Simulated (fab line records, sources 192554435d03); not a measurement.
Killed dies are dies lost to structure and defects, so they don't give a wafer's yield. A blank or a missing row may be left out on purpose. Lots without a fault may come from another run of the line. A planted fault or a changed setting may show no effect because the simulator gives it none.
Split-lot experiment | flow n5_finfet | 7 lots, 21 wafers read, on a route of 1938 steps

THE SPLIT
At N5_BEOL_M14_ETCH_68 (etches SOC in N2/H2, time 450 s), the setting time_s was moved away from the recipe's 450 s on 8 of the 21 wafers read, by -9.5% to +21.4%. The other wafers ran this setting at the recipe's value.

The reading is taken at the split's own step.

THE READING
SiARC_of_BEOL_M14_COAT_66.thk_nm (the simulator's own value, which no gauge read), in nm, at N5_BEOL_M14_ETCH_68 (etches SOC in N2/H2, time 450 s). The file gives no usual value for it. The 13 wafers here that ran the recipe average 65.5 nm, standard deviation 0.7 nm.

wafer  | tool, chamber at the split | time_s as run, s | against the recipe | SiARC_of_BEOL_M14_COAT_66.thk_nm, nm | against lot-mates on the recipe
L078.3 | rie_diel-06, 3             | 450              | recipe             | 65                                   | -
L078.4 | rie_diel-06, 1             | 450              | recipe             | 64.4                                 | -
L078.6 | rie_diel-06, 3             | 450              | recipe             | 65.2                                 | -
L085.2 | rie_diel-05, 1             | 407.2            | -9.5%              | 69.6                                 | +4.4
L085.3 | rie_diel-05, 0             | 407.2            | -9.5%              | 70.8                                 | +5.6
L085.5 | rie_diel-05, 3             | 450              | recipe             | 65.2                                 | -
L084.1 | rie_diel-05, 1             | 546.3            | +21.4%             | 55.6                                 | -10.8
L084.3 | rie_diel-05, 0             | 546.3            | +21.4%             | 57.2                                 | -9.2
L084.5 | rie_diel-05, 0             | 450              | recipe             | 66.4                                 | -
L087.1 | rie_diel-04, 3             | 450              | recipe             | 64.8                                 | -
L087.2 | rie_diel-04, 1             | 450              | recipe             | 65.4                                 | -
L087.6 | rie_diel-04, 3             | 450              | recipe             | 65                                   | -
L091.1 | rie_diel-04, 2             | 410.6            | -8.8%              | 69.6                                 | +4.0
L091.3 | rie_diel-04, 1             | 450              | recipe             | 65.6                                 | -
L091.5 | rie_diel-04, 1             | 410.6            | -8.8%              | 69.6                                 | +4.0
L096.1 | rie_diel-05, 0             | 450              | recipe             | 66.8                                 | -
L096.4 | rie_diel-05, 1             | 450              | recipe             | 65                                   | -
L096.5 | rie_diel-05, 2             | 450              | recipe             | 66.6                                 | -
L097.1 | rie_diel-05, 3             | 450              | recipe             | 65.6                                 | -
L097.2 | rie_diel-05, 1             | 501.1            | +11.4%             | 59.6                                 | -6.0
L097.4 | rie_diel-05, 2             | 501.1            | +11.4%             | 61.2                                 | -4.4

THE FIT
A straight line over all 21 wafers: SiARC_of_BEOL_M14_COAT_66.thk_nm changes by -0.443 nm for each +1% of time_s; r = -0.98; the points scatter about the line by 0.74 nm.
The same after taking each lot's own level away (the mean of its wafers on the recipe; 21 wafers): -0.473 nm for each +1%; r = -0.99; scatter 0.58 nm.
On that fit, the largest move of time_s shifts the reading by 10 nm.
The lots' own levels span 64.87 to 66.40 nm, that is 2.2 times the standard deviation above.
So the lot-to-lot level changes the slope little: the two slopes agree.
Check: with one of the wafers moved furthest among these (+21.4%) left out of the fit, the line predicts -9.71 nm for it against its lot-mates. It came out at -10.8 nm against them.

OTHER SPLITS ON THESE WAFERS
These wafers also went through other splits before the reading. Each is held against what the fit with the lots' levels taken away leaves over:
other split on the same wafers    | wafers away from the commonest value | r with SiARC_of_BEOL_M14_COAT_66.thk_nm (lot level and that fit taken away)
N5_BEOL_M13_TRENCH_ETCH_34 time_s | 7                                    | -0.24
N5_BEOL_M13_SPUTTER_43 time_s     | 8                                    | -0.07
N5_BEOL_M14_EXPOSE_25 dose_mj     | 8                                    | -0.11

THE FILE'S OWN FIT
SiARC_of_BEOL_M14_COAT_66.thk_nm changes by -0.472 nm for each +1% of time_s, r = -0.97.
